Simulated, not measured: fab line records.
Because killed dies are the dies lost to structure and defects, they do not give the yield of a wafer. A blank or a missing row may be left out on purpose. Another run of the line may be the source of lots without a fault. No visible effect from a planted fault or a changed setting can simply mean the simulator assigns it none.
Problem report in the 8D (eight disciplines) form, filled by code -- flow nand_harc -- the parts of the form that need people (team, actions taken, sign-off) are left out

== 1. PROBLEM STATEMENT ==
At NHARC_END_SORT_01, killed_at_array averages 672 over 9 wafers from 3 lots, while fault-free wafers read 56, standard deviation 20. That is +31 standard deviations from the usual mean.
First observed at day 27 16:52: wafer L943.2, on prober-01. The record holds 9 wafers of 3 lots with a number at this step. Rule for "out" (also "out of limits"): further than 4 standard deviations from the usual mean. The other wafers with a number count as sound.

== 2. WHAT IT IS, AND WHAT IT ISN'T ==
question,is,is not
which readings at this step,"killed_at_array, killed_dies","killed_at_periphery, killed_open"
which lots,"L943, L944, L945",-
which wafers of those lots,all that have a number,-
read on which gauges,"prober-01, prober-02",-
when,from day 27 16:52,up to then (0 sound wafers)

== 3. SUSPECTS, AND WHAT RULES EACH OUT ==
Counting: a tool at a process step up to the reading stays a suspect if it ran every lot that is out and no sound lot after the first of them.
- the gauge at NHARC_END_SORT_01 has been ruled out. 2 gauges (prober-01, prober-02) read the wafers that are out.
- rie_diel-01 at NHARC_A_STAIRCASE_ETCH_221 (etches the open film in C4F8/O2, target depth 100 nm, time 40.5 s): kept. It ran every lot that is out, first L943 (day 19 16:08), and no sound lot after that. Because NHARC_A_STAIRCASE_ETCH_221 lacks a start for some lots, the hours and order of its lots are taken from NHARC_A_STAIRCASE_ETCH_225.
- rie_diel-01 at NHARC_A_STAIRCASE_TRIM_224 (chemistry O2, time 211.2 s): kept. It ran every lot that is out, first L943 (day 19 16:08), and no sound lot after that. Because NHARC_A_STAIRCASE_TRIM_224 lacks a start for some lots, the hours and order of its lots are taken from NHARC_A_STAIRCASE_ETCH_225.
- rie_diel-01 at NHARC_A_STAIRCASE_ETCH_225 (etches the open film in C4F8/O2, target depth 100 nm, time 40.5 s): kept. It ran every lot that is out, first L943 (day 19 16:08), and no sound lot after that.
Still standing after the count: rie_diel-01 at NHARC_A_STAIRCASE_ETCH_221, rie_diel-01 at NHARC_A_STAIRCASE_TRIM_224, rie_diel-01 at NHARC_A_STAIRCASE_ETCH_225.

== 4. THE CAUSE (what the simulator had put in) ==
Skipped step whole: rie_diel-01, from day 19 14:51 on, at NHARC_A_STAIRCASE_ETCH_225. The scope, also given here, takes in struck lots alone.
This tool is one of the 3 suspects left after counting.

== 5. THE CHAIN OF EFFECTS, in route order ==
Each row: a reading where the mean over the struck wafers with a number is more than 3 standard deviations away from the usual. Scope: only readings with a usual standard deviation given in the record; hours: median across lots of the time from each lot's start at the first step in this table that gives one to its start at this step; sigmas: change in usual standard deviations.
hours,step,reading,usual,on struck wafers,change,sigmas
0,NHARC_END_SORT_01,killed_at_array,56,672,+616,+31
0,NHARC_END_SORT_01,killed_dies,61,677,+616,+29
Readings that are blank on the struck wafers while sound wafers have them: bias_w at NHARC_A_STAIRCASE_ETCH_225; chamber_pressure_mTorr at NHARC_A_STAIRCASE_ETCH_225; oes_product_au at NHARC_A_STAIRCASE_ETCH_225; rf_vpp_V at NHARC_A_STAIRCASE_ETCH_225.

== 6. HOW IT WOULD HAVE BEEN CAUGHT EARLIER ==
Counted from the fault's start at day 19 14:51, it took 194 hours until the first out-of-limits reading at a measuring or inspecting step in this record, taken at day 27 16:52.
At NHARC_A_STAIRCASE_ETCH_225 the tool's readings are blank on the struck wafers, where sound wafers have them: an empty tool record is the first sign, and it was there at once.
Lots out: 3; all had begun NHARC_A_STAIRCASE_ETCH_225 on rie_diel-01 by day 27 16:52. Had the tool been put on hold then, not one of them would have been saved.
